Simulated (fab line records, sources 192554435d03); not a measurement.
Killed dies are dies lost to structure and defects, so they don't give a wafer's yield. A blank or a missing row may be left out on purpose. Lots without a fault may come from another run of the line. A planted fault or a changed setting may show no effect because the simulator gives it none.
Which tool did it? | flow n5_finfet | 13 lots, 34 wafers sampled, at 1 step of a route of 1938

WHAT THE GAUGES READ, wafer by wafer
N5_HKMG_FIN_OVL_MEAS_50. Usual: NDIPOLE_OVL 0.1 nm, standard deviation 0.77.
lot  | measured     | on         | NDIPOLE_OVL (nm) | flag
L624 | day 3 23:24  | overlay-01 | 0.0 0.7 0.7      |
L625 | day 4 09:31  | overlay-02 | -0.5 0.9 0.7     |
L627 | day 4 20:13  | overlay-02 | 0.2 -1.5         |
L629 | day 5 06:39  | overlay-01 | -0.8 -1.2 -1.0   |
L630 | day 5 14:44  | overlay-01 | 0.2 -1.6         |
L631 | day 5 17:30  | overlay-02 | -0.9 -0.4        |
L633 | day 6 06:46  | overlay-01 | -0.2 -0.1        |
L634 | day 6 13:28  | overlay-02 | 0.1 0.2 0.9      |
L635 | day 6 19:14  | overlay-01 | -1.3 -0.1        |
L636 | day 7 01:37  | overlay-01 | -0.1 0.9 1.0     |
L640 | day 8 04:32  | overlay-01 | -0.2 -1.7 -0.1   |
L641 | day 8 11:34  | overlay-01 | -0.8 -0.3 -0.6   |
L647 | day 10 00:34 | overlay-01 | 0.5 0.9 1.0      |

WHICH TOOL RAN EACH LOT (tool, then ch and the chambers of the sampled wafers, then the start)
The record holds no process step before these readings.

WHAT THE TOOLS THEMSELVES READ (means of the sampled wafers that have a number; where no wafer has one, the mark that the record gives instead)
The record holds no such reading with a usual standard deviation.

THE ANSWER, worked out from the rows above alone
Rule: a lot is off if the mean of its wafers that have a number lies more than 3 standard deviations from the usual mean. A lot without any number at a reading at which 4 lots or more have one is off too. The other lots that the step has rows for count as sound. The gauges are gone through in route order, then the tools' own readings, and for those a lot's mean is taken as printed above. The first step at which some lot is off is used, and at that step the reading that is off furthest; a lot without a number counts as furthest.
No lot is off at any reading shown: from this, nothing can be told.

WHAT THE SIMULATOR HAD PUT IN
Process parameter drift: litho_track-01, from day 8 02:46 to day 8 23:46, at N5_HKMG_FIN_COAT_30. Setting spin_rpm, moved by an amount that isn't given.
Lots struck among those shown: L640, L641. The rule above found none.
